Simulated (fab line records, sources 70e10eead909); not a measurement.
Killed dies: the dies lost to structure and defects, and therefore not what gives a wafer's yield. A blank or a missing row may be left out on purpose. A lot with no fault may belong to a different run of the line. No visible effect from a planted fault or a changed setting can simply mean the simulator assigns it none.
A lot that was struck, set against a sound lot    flow nandHarc    39 out of 1159 route steps
Sound: these wafers, L769.1, L769.3, L769.5. Struck: wafer L786.3 (L786.2, L786.6, from the same lot, were not struck and are left out); the cause is given at the end.
Each step with rows lists, per side, the tool, then ch with its chambers, then its first start. Under that, the readings that differ: sound wafers    struck wafers    difference of the means    sigmas: that difference in standard deviations of wafers without a fault.
alike: same words and numbers on both sides, and readings whose means sit less than 2 such deviations apart. not compared: any withheld reading, any reading some wafer has no value for, any bound like >300 that may hide the same value, and any number with overlapping values for which the record gives no deviation.
A row with sigmas, a row that says differs or no value, or rows on one side alone: a step with any of these is where the two part. Numbers that don't overlap but have no deviation are shown without sigmas and don't part them. A reading missing from all wafers of one side parts the sides only when that side holds two or more wafers.

first, 5 steps without rows for these wafers: NHARC_A_BONDPAD_SOFTBAKE_04 (time 70 s); NHARC_A_BONDPAD_EBR_05; NHARC_A_BONDPAD_EXPOSE_06 (exposes mask A BPAD); NHARC_A_BONDPAD_PEB_07 (peb time 80 s); NHARC_A_BONDPAD_DEVELOP_08 (time 50 s).
NHARC_A_BONDPAD_CD_MEAS_09: the cd target is 500 nm.
  sound on cdSem-02 ch 0, day 18 13:41; struck on cdSem-01 ch 0, day 22 13:19
  alike: cdNm
NHARC_A_BONDPAD_OVL_MEAS_35:
  sound on overlay-01 at day 18 13:46; struck on overlay-02 at day 22 13:24
  alike: overlayXNm, overlayYNm
then, 1 step without rows for these wafers: NHARC_A_BONDPAD_HARDBAKE_10 (time 65 s).
NHARC_A_BONDPAD_DESCUM_11: chemistry O2, time 3 s.
  sound on rieDiel-01 ch 0,2,3, day 18 13:55; struck on rieDiel-01 ch 2, day 22 13:32
  alike: drypumpMotorCurrentA, oesProductAu, rfVppV, showerheadPlenumPTorr, throttleValvePct
  not compared: rfHoursCounterH
then, 2 steps without rows for these wafers: NHARC_A_BONDPAD_ETCH_34 (etches the open film in N2/H2, target depth 60 nm, overetch 18 nm, time 65.91 s); NHARC_A_BONDPAD_ETCH_12 (etches the open film in CHF3/O2, target depth 220 nm, time 110 s).
NHARC_A_BONDPAD_CD_MEAS_13:
  sound on cdSem-02 at day 18 14:13; struck on cdSem-03 at day 22 13:51
reading    sound              struck  difference  sigmas
cdNm (nm)  500.8 496.7 498.6  504.2   +5.5        +2
NHARC_A_BONDPAD_STRIP_15: strips in O2.
  sound on rieDiel-01 ch 1,2,3, day 18 14:17; struck on rieDiel-01 ch 0, day 22 13:56
  alike: drypumpMotorCurrentA, oesProductAu, rfVppV, showerheadPlenumPTorr, throttleValvePct
  not compared: rfHoursCounterH
NHARC_A_BONDPAD_ETCH_24: etches the open film in CF4/N2, target depth 30 nm, time 72.99 s.
  sound: rieDiel-01 ch 0,2,3; struck: rieDiel-01 ch 1
  alike: drypumpMotorCurrentA, oesProductAu, rfVppV, showerheadPlenumPTorr, throttleValvePct
  not compared: rfHoursCounterH
then, 1 step without rows for these wafers: NHARC_A_BONDPAD_STRIP_16 (strips in post etch residue remover, time 600 s).
NHARC_A_BONDPAD_DEGAS_25: time 60 s.
  sound on pvdSputter-03 at day 18 14:52; struck on pvdSputter-03 at day 22 14:29
  alike: heaterPowerW
then, 6 steps without rows for these wafers: NHARC_A_BONDPAD_PRE_CLEAN_26 (time 30 s); NHARC_A_BONDPAD_PVD_17 (deposits TaN, target thk 5 nm, time 8.06 s); NHARC_A_BONDPAD_PVD_27 (deposits Cu, target thk 30 nm, time 20.49 s); NHARC_A_BONDPAD_ECD_18 (material Cu, target thk 400 nm); NHARC_A_BONDPAD_ANNEAL_28 (time 90 s); NHARC_A_BONDPAD_CMP_19 (polishes, t overpolish 30 s, cu recess touch 16 s, target thk 169.8 nm).
NHARC_A_BONDPAD_THK_MEAS_20: measures by xrf.
  sound on filmMetro-02 at day 18 16:16; struck on filmMetro-01 at day 22 15:53
reading     sound              struck  difference  sigmas
thkNm (nm)  166.8 170.3 170.1  165.6   -3.5        -2
then, 6 steps without rows for these wafers: NHARC_A_BONDPAD_SRD_21 (time 30 s, dry time 20 s); NHARC_HYBRID_BOND_ACTIVATE_00 (chemistry N2, time 60 s); NHARC_HYBRID_BOND_PRECLEAN_01 (cleans in DIW, time 300 s); NHARC_HYBRID_BOND_SRD_02 (time 30 s, dry time 20 s); NHARC_HYBRID_BOND_BOND_03; NHARC_HYBRID_BOND_ANNEAL_04 (time 7200 s).
NHARC_HYBRID_BOND_OVL_MEAS_05:
  sound on overlay-01 at day 19 01:16; struck on overlay-01 at day 23 00:49
  alike: overlayXNm, overlayYNm
NHARC_THIN_TSV_GRIND_00:
  sound on grinder-01 ch 0, day 19 03:50; struck on grinder-01 ch 0, day 23 02:24
  alike: motorCurrentA
then, 1 step without rows for these wafers: NHARC_THIN_TSV_CMP_01 (polishes).
NHARC_THIN_TSV_THK_MEAS_02: measures by ir.
  sound on filmMetro-01 at day 19 05:20; struck on filmMetro-01 at day 23 03:41
  alike: thkNm
then, 3 steps without rows for these wafers: NHARC_THIN_TSV_SRD_03; NHARC_THIN_TSV_PRECLEAN_41 (cleans in SC1); NHARC_THIN_TSV_SRD_42.
NHARC_THIN_TSV_DEP_43: deposits SiO2, target thk 1328.5 nm.
  sound on pecvd-04 ch 0,1,2, day 19 05:35; struck on pecvd-03 ch 2, day 23 03:55
  alike: throttleValvePct
then, 1 step without rows for these wafers: NHARC_THIN_TSV_DEHYDRATE_04 (time 120 s).
NHARC_END_SORT_01:
  the record has rows for the struck wafers here (prober-02 ch 0, day 23 19:36) and none for the sound ones

== WHERE THEY PART ==
Last at NHARC_END_SORT_01 as far as this record goes, first at NHARC_A_BONDPAD_CD_MEAS_13.

WHY: what the simulator had put in
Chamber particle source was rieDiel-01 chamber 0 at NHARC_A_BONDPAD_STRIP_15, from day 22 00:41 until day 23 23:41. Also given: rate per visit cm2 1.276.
